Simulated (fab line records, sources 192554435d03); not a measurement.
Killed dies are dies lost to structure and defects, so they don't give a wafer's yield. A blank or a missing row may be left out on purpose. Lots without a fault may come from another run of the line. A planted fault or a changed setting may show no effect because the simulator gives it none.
Chamber matching | flow n5_finfet | N5_BEOL_M10_CURE_72 on uv_cure-01: 3 sister chambers
The step cures SiCOH lowk, time 120 s. 18 wafers are shown with their chamber, then 9 later ones without.

WAFERS WITH THEIR CHAMBER
wafer  | chamber | wafer_temp_C_max | lamp_power_pct (%)
L074.2 | 0       | 372.4            | 52.39
L074.5 | 0       | 373.2            | 52.22
L074.6 | 0       | 372.3            | 52.30
L077.1 | 1       | 371.4            | 52.32
L077.2 | 1       | 371.7            | 52.34
L077.5 | 1       | 371.8            | 52.29
L078.1 | 1       | 371.6            | 52.25
L078.4 | 1       | 371.6            | 52.36
L078.6 | 1       | 371.7            | 52.32
L081.2 | 2       | 370.3            | 52.32
L081.5 | 2       | 370.3            | 52.30
L081.6 | 2       | 370.3            | 52.29
L083.1 | 0       | 373.8            | 52.25
L083.3 | 0       | 372.2            | 52.31
L083.4 | 0       | 373.1            | 52.38
L086.3 | 1       | 371.3            | 52.30
L086.4 | 1       | 371.4            | 52.33
L086.5 | 1       | 371.4            | 52.27

SIGNATURES (means of the wafers above)
reading          | chamber 0 | chamber 1 | chamber 2 | scatter within a chamber
wafer_temp_C_max | 372.833   | 371.544   | 370.300   | 0.388
lamp_power_pct   | 52.3083   | 52.3089   | 52.3033   | 0.0471
Rule: a wafer's distance from a chamber is the root of the sum, over the readings, of the square of ((its reading less the chamber's mean) divided by the reading's scatter). The wafer belongs to the nearest chamber; if the next one is less than 2 further off, it can't be placed. The scatter: the root of (the sum of the squares of (reading less its chamber's mean) over the shown wafers, divided by (wafers less chambers)).

WAFERS WITHOUT THEIR CHAMBER
wafer  | wafer_temp_C_max | lamp_power_pct (%)
L090.2 | 371.0            | 52.28
L090.4 | 371.3            | 52.35
L090.6 | 371.3            | 52.23
L094.2 | 371.7            | 52.24
L094.4 | 371.9            | 52.24
L094.6 | 372.2            | 52.36
L095.1 | 373.7            | 52.29
L095.4 | 373.2            | 52.25
L095.5 | 374.0            | 52.35

WHICH CHAMBER EACH WENT THROUGH
wafer  | from the rows above     | in truth
L090.2 | can't be placed: 1 or 2 | 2
L090.4 | can't be placed: 1 or 2 | 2
L090.6 | can't be placed: 1 or 2 | 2
L094.2 | can't be placed: 1 or 0 | 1
L094.4 | can't be placed: 1 or 0 | 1
L094.6 | can't be placed: 0 or 1 | 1
L095.1 | 0                       | 0
L095.4 | 0                       | 0
L095.5 | 0                       | 0
Placed correctly: 3 of 9. Can't be placed from these rows: 6 (the true chamber is among the candidates in 6). Placed wrongly: 0.
